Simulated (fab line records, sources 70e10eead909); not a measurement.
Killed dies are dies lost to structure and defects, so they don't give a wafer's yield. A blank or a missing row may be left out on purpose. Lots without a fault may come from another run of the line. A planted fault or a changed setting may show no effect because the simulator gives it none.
Chamber matching | flow nand_harc | NHARC_A_STAIRCASE_TRIM_12 on rie_diel-06: 4 sister chambers
The step chemistry O2, time 211.2 s. 4 wafers are shown with their chamber, then 7 later ones without.

WAFERS WITH THEIR CHAMBER
wafer  | chamber | drypump_motor_current_A (A)
L082.6 | 0       | 5.6
L087.5 | 2       | 5.5
L091.2 | 3       | 4.8
L091.4 | 1       | 5.7

WAFERS WITHOUT THEIR CHAMBER
wafer  | drypump_motor_current_A (A)
L091.6 | 5.7
L095.1 | 5.7
L095.3 | 4.9
L095.6 | 5.7
L096.1 | 4.8
L096.4 | 5.5
L096.5 | 5.5

WHICH CHAMBER EACH WENT THROUGH
wafer  | from the rows above | in truth
L091.6 | 1                   | 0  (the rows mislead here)
L095.1 | 1                   | 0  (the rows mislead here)
L095.3 | 3                   | 3
L095.6 | 1                   | 1
L096.1 | 3                   | 3
L096.4 | 2                   | 2
L096.5 | 2                   | 2
Placed correctly: 5 of 7. Can't be placed from these rows: 0. Placed wrongly: 2.
How it was worked out, from the rows above alone: a wafer's distance from a chamber is the root of the sum, over the readings, of the square of ((its reading less the chamber's mean) divided by the reading's scatter). The wafer belongs to the nearest chamber; if the next one is less than 2 further off, it can't be placed. A chamber's mean is the mean of its shown wafers. The scatter: with one shown wafer a chamber, the root of the mean of the squares of how far each hidden wafer lies from its nearest shown one.
